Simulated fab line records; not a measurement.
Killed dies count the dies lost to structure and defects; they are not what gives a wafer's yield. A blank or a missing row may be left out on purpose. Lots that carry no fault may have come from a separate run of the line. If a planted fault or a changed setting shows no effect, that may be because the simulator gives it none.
Which tool is to blame?	flow n5-finfet	36 wafers from 12 lots sampled at 4 of the route's 1938 steps

WHAT EACH GAUGE READ, for each wafer
N5_BEOL_M8_THK_MEAS_01.
lot	measured	on	M8_ILD_THK (nm)
L804	day 10 21:48	film-metro-02	159.1 157.3 156.0
L805	day 11 02:54	film-metro-02	154.5 160.0 157.1
L806	day 11 07:46	film-metro-02	157.1 156.5 159.7
L808	day 11 10:27	film-metro-01	149.8 154.3 152.3
L811	day 11 15:20	film-metro-02	153.6 156.4 154.8
L809	day 12 10:25	film-metro-02	154.2 156.8 157.2
L812	day 12 19:02	film-metro-01	151.2 156.1 153.7
L820	day 14 09:20	film-metro-02	155.2 155.9 157.8
L821	day 14 17:41	film-metro-02	154.0 153.6 158.0
L822	day 14 22:05	film-metro-02	154.6 156.4 156.9
L823	day 15 06:54	film-metro-01	155.0 155.6 158.3
L825	day 16 05:11	film-metro-01	153.6 151.4 155.9

N5_BEOL_M8_INSPECT_13: inspects for defects (brightfield).
lot	measured	on	raw-defect-count
L804	day 10 22:30	defect-inspect-02	456 353 574
L805	day 11 03:48	defect-inspect-01	331 499 299
L806	day 11 09:04	defect-inspect-02	570 484 589
L808	day 11 11:25	defect-inspect-02	643 410 628
L811	day 11 16:35	defect-inspect-02	470 403 536
L809	day 12 12:23	defect-inspect-01	539 474 510
L812	day 12 21:03	defect-inspect-01	334 281 370
L820	day 14 09:59	defect-inspect-01	338 578 323
L821	day 14 19:44	defect-inspect-02	488 498 479
L822	day 15 00:14	defect-inspect-02	351 401 348
L823	day 15 09:13	defect-inspect-02	406 320 364
L825	day 16 07:07	defect-inspect-02	518 758 415

TOOL THAT RAN EACH LOT (tool first, then ch and the chambers of the sampled wafers, then the start)
lot	N5_BEOL_M7_CURE_75	N5_BEOL_M8_COAT_05
L804	uv-cure-02 ch 0, day 10 16:02	litho-track-05 ch 0, day 10 22:12
L805	uv-cure-02 ch 0, day 10 23:28	litho-track-05 ch 0, day 11 03:23
L806	uv-cure-02 ch 2, day 11 03:17	litho-track-02 ch 0, day 11 08:38
L808	uv-cure-02 ch 2, day 11 06:49	litho-track-02 ch 0, day 11 11:08
L811	uv-cure-02 ch 0, day 11 10:59	litho-track-02 ch 0, day 11 16:10
L809	uv-cure-01 ch 1, day 12 07:40	litho-track-05 ch 0, day 12 11:59
L812	uv-cure-03 ch 1, day 12 14:39	litho-track-02 ch 0, day 12 20:38
L820	uv-cure-03 ch 2, day 14 06:00	litho-track-03 ch 0, day 14 09:34
L821	uv-cure-01 ch 1, day 14 13:30	litho-track-03 ch 0, day 14 19:19
L822	uv-cure-01 ch 2, day 14 19:14	litho-track-05 ch 0, day 14 22:52
L823	uv-cure-01 ch 2, day 15 04:13	litho-track-05 ch 0, day 15 08:48
L825	uv-cure-02 ch 1, day 16 02:11	litho-track-05 ch 0, day 16 06:41
- N5_BEOL_M7_CURE_75: cures SiCOH lowk, time 120 s.
- N5_BEOL_M8_COAT_05: resist thk 90 nm.

WHAT THE TOOLS THEMSELVES READ (means of the sampled wafers that have a number; where no wafer has one, the mark that the record gives instead)
N5_BEOL_M7_CURE_75.
lot	tool	lamp-power-pct (%)	wafer_temp_C_max
L804	uv-cure-02	52.29	371.6
L805	uv-cure-02	52.30	371.2
L806	uv-cure-02	52.32	371.7
L808	uv-cure-02	52.30	372.0
L811	uv-cure-02	52.34	371.0
L809	uv-cure-01	52.33	372.1
L812	uv-cure-03	52.32	371.3
L820	uv-cure-03	52.32	372.0
L821	uv-cure-01	52.30	372.7
L822	uv-cure-01	52.33	372.4
L823	uv-cure-01	52.36	371.8
L825	uv-cure-02	52.30	372.3

N5_BEOL_M8_COAT_05.
lot	tool	spin-speed-rpm (rpm)
L804	litho-track-05	1499.9
L805	litho-track-05	1499.8
L806	litho-track-02	1499.8
L808	litho-track-02	1499.8
L811	litho-track-02	1616.4
L809	litho-track-05	1499.4
L812	litho-track-02	1616.5
L820	litho-track-03	1499.4
L821	litho-track-03	1500.4
L822	litho-track-05	1500.3
L823	litho-track-05	1499.7
L825	litho-track-05	1499.5

THE ANSWER, worked out from the rows above alone
Rule: the usual values come from the lots themselves. Put in order of their means at a reading, lots are off if they are a third of the lots or fewer, leave a main group of 4 or more, and stand apart from it by a gap of 3 or more times the standard deviation of the main group's means; of several such gaps the widest counts. A main group is skipped when, at the precision printed for the reading in the tables above, its means are all equal. A lot without any number at a reading at which 4 lots or more have one is off too. The other lots that the step has rows for count as sound. The gauges are gone through in route order, then the tools' own readings, and for those a lot's mean is taken as printed above. At the first step where some lot is off, the reading lying furthest off is the one used; lots without a number count as furthest.
Off at N5_BEOL_M8_COAT_05 (spin-speed-rpm): L811, L812. For the main group the mean is 1499.8 rpm and the standard deviation 0.32.
A tool fits if, at that step or a process step before it, it ran every lot that is off, and no sound lot after the first of them. One candidate fits, namely litho-track-02 at N5_BEOL_M8_COAT_05. Its last sound lot is L808 (day 11 11:08), its first lot that is off L811 (day 11 16:10): a fault that began between those two fits.
The tool's own readings at N5_BEOL_M8_COAT_05 bear it out: on the lots that are off they differ by more than 5 times the standard deviation of the sound lots' means. spin-speed-rpm reads 1616.5 rpm there against 1499.8 rpm on the sound lots.

WHAT THE SIMULATOR HAD PUT IN
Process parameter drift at N5_BEOL_M8_COAT_05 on litho-track-02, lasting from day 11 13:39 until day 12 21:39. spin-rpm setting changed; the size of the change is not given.
Struck lots among those shown: L811, L812. Same finding as the rule above.
